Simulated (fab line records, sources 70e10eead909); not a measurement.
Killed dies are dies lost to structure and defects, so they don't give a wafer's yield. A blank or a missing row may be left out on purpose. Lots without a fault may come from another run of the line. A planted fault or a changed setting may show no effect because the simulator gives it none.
Which tool did it? | flow nand_harc | 13 lots, 39 wafers sampled, at 5 steps of a route of 1302

WHAT THE GAUGES READ, wafer by wafer
NHARC_END_SORT_01.
lot  | measured     | on        | killed_at_array | killed_at_other | killed_at_periphery | killed_dies | killed_open | killed_short
L396 | day 24 23:59 | prober-02 | 65 52 47        | 0 3 0           | 6 3 5               | 71 58 52    | 4 3 3       | 4 1 2
L405 | day 29 02:52 | prober-01 | 17 20 22        | 2 4 1           | 12 4 7              | 31 28 30    | 3 2 2       | 2 2 3

WHICH TOOL RAN EACH LOT (tool, then ch and the chambers of the sampled wafers, then the start)
lot  | NHARC_A_CONTACT_ETCH_117             | NHARC_A_CONTACT_ETCH_102           | NHARC_A_CONTACT_DEP_57        | NHARC_A_CONTACT_SOFTBAKE_64
L393 | har_cap_etch-02 ch 0,1, day 21 04:49 | rie_diel-05 ch 1,2,3, day 21 07:17 | acl_dep-01 ch 0, day 21 11:29 | litho_track-01 ch 0, day 21 13:00
L395 | har_cap_etch-02 ch 1, day 22 02:40   | rie_diel-12 ch 1,3, day 22 05:11   | acl_dep-02 ch 0, day 22 07:40 | litho_track-01 ch 0, day 22 11:00
L396 | har_cap_etch-02 ch 0,1, day 22 08:58 | rie_diel-12 ch 0,2, day 22 11:27   | acl_dep-02 ch 0, day 22 13:18 | litho_track-04 ch 0, day 22 16:00
L397 | har_cap_etch-03 ch 0, day 22 11:22   | rie_diel-05 ch 0,2, day 22 13:52   | acl_dep-01 ch 0, day 22 15:04 | litho_track-06 ch 0, day 22 18:00
L398 | har_cap_etch-02 ch 0,1, day 23 10:16 | rie_diel-08 ch 0,2,3, day 23 12:49 | acl_dep-03 ch 0, day 23 14:05 | litho_track-04 ch 0, day 23 17:00
L399 | har_cap_etch-02 ch 0,1, day 24 05:58 | rie_diel-05 ch 2,3, day 24 08:29   | acl_dep-02 ch 0, day 24 13:22 | litho_track-04 ch 0, day 24 16:00
L403 | har_cap_etch-01 ch 0,1, day 25 15:58 | rie_diel-12 ch 0,1,3, day 25 19:03 | acl_dep-02 ch 0, day 25 20:17 | litho_track-04 ch 0, day 25 23:00
L405 | har_cap_etch-01 ch 0,1, day 26 05:57 | rie_diel-08 ch 0,1,3, day 26 08:29 | acl_dep-03 ch 0, day 26 13:57 | litho_track-04 ch 0, day 26 17:00
L412 | har_cap_etch-02 ch 0,1, day 29 08:46 | rie_diel-12 ch 1,2, day 29 11:43   | acl_dep-03 ch 0, day 29 13:46 | litho_track-01 ch 0, day 29 17:00
L411 | har_cap_etch-03 ch 1, day 29 15:14   | rie_diel-12 ch 1,2,3, day 29 18:33 | acl_dep-02 ch 0, day 29 19:45 | litho_track-04 ch 0, day 29 22:00
L414 | har_cap_etch-02 ch 1, day 30 05:13   | rie_diel-08 ch 0,1,2, day 30 08:16 | acl_dep-03 ch 0, day 30 09:27 | litho_track-04 ch 0, day 30 12:00
L415 | har_cap_etch-01 ch 0,1, day 30 09:23 | rie_diel-12 ch 0,1,2, day 30 11:56 | acl_dep-01 ch 0, day 30 12:35 | litho_track-06 ch 0, day 30 16:00
L416 | har_cap_etch-01 ch 0,1, day 30 21:00 | rie_diel-08 ch 0,1, day 30 23:25   | acl_dep-02 ch 0, day 31 01:45 | litho_track-06 ch 0, day 31 03:00
- NHARC_A_CONTACT_ETCH_117: etches the open film in C4F8/O2/Ar, time 190 s, target depth 1850 nm.
- NHARC_A_CONTACT_ETCH_102: etches the open film in CF4/O2, target depth 100 nm, overetch 10 nm, time 55 s.
- NHARC_A_CONTACT_DEP_57: deposits aC, target thk 5300 nm.
- NHARC_A_CONTACT_SOFTBAKE_64: time 55 s.

WHAT THE TOOLS THEMSELVES READ (means of the sampled wafers that have a number; where no wafer has one, the mark that the record gives instead)
NHARC_A_CONTACT_ETCH_102.
lot  | tool        | drypump_motor_current_A (A) | oes_product_au (a.u.) | rf_vpp_V (V) | showerhead_plenum_p_Torr (Torr) | throttle_valve_pct (%)
L393 | rie_diel-05 | 5.97                        | 0.998                 | 196.5        | 1.28                            | 13.390
L395 | rie_diel-12 | 5.74                        | 1.001                 | 197.3        | 1.31                            | 13.388
L396 | rie_diel-12 | 5.81                        | 0.986                 | 197.4        | 1.31                            | 13.404
L397 | rie_diel-05 | 5.86                        | 1.004                 | 197.1        | 1.31                            | 13.398
L398 | rie_diel-08 | 6.02                        | 0.998                 | 196.3        | 1.32                            | 13.388
L399 | rie_diel-05 | 5.98                        | 0.999                 | 197.4        | 1.30                            | 13.398
L403 | rie_diel-12 | 5.75                        | 0.996                 | 197.4        | 1.29                            | 13.389
L405 | rie_diel-08 | 5.90                        | 0.995                 | 196.9        | 1.31                            | 13.392
L412 | rie_diel-12 | 5.79                        | 0.991                 | 197.7        | 1.32                            | 13.406
L411 | rie_diel-12 | 5.72                        | 1.000                 | 196.9        | 1.30                            | 13.392
L414 | rie_diel-08 | 6.15                        | 0.996                 | 197.9        | 1.34                            | 13.401
L415 | rie_diel-12 | 5.81                        | 0.993                 | 196.7        | 1.30                            | 13.397
L416 | rie_diel-08 | 6.05                        | 0.997                 | 197.7        | 1.33                            | 13.402

NHARC_A_CONTACT_DEP_57.
lot  | tool       | throttle_valve_pct (%)
L393 | acl_dep-01 | 34.992
L395 | acl_dep-02 | 34.996
L396 | acl_dep-02 | 34.999
L397 | acl_dep-01 | 35.001
L398 | acl_dep-03 | 35.002
L399 | acl_dep-02 | 34.998
L403 | acl_dep-02 | 35.010
L405 | acl_dep-03 | 34.995
L412 | acl_dep-03 | 34.999
L411 | acl_dep-02 | 34.994
L414 | acl_dep-03 | 35.005
L415 | acl_dep-01 | 35.005
L416 | acl_dep-02 | 35.005

NHARC_A_CONTACT_SOFTBAKE_64.
lot  | tool           | exhaust_pa (Pa) | heater_power_total_W (W) | plate_temp_C (C)
L393 | litho_track-01 | 44.4            | 188.40                   | 105.01
L395 | litho_track-01 | 44.7            | 188.47                   | 104.83
L396 | litho_track-04 | 46.7            | 188.58                   | 104.86
L397 | litho_track-06 | 46.4            | 188.54                   | 105.04
L398 | litho_track-04 | 44.9            | 188.45                   | 104.82
L399 | litho_track-04 | 46.1            | 188.42                   | 104.94
L403 | litho_track-04 | 44.9            | 192.88                   | 104.90
L405 | litho_track-04 | 44.6            | 192.79                   | 105.08
L412 | litho_track-01 | 44.4            | 188.47                   | 104.98
L411 | litho_track-04 | 44.9            | 188.46                   | 104.90
L414 | litho_track-04 | 46.1            | 188.58                   | 104.96
L415 | litho_track-06 | 44.9            | 188.36                   | 104.91
L416 | litho_track-06 | 44.3            | 188.38                   | 104.96

THE ANSWER, worked out from the rows above alone
Rule: what is usual is taken from the lots themselves. Put in order of their means at a reading, lots are off if they are a third of the lots or fewer, leave a main group of 4 or more, and stand apart from it by a gap of 3 or more times the standard deviation of the main group's means; of several such gaps the widest counts. A main group whose means are all the same, to the digits that the tables above print for the reading, isn't used. A lot without any number at a reading at which 4 lots or more have one is off too. The other lots that the step has rows for count as sound. The gauges are gone through in route order, then the tools' own readings, and for those a lot's mean is taken as printed above. The first step at which some lot is off is used, and at that step the reading that is off furthest; a lot without a number counts as furthest.
Off: L403, L405, at NHARC_A_CONTACT_SOFTBAKE_64 (heater_power_total_W). The main group: mean 188.46 W, standard deviation 0.072.
A tool fits if, at that step or a process step before it, it ran every lot that is off, and no sound lot after the first of them. None of those tried fits.

WHAT THE SIMULATOR HAD PUT IN
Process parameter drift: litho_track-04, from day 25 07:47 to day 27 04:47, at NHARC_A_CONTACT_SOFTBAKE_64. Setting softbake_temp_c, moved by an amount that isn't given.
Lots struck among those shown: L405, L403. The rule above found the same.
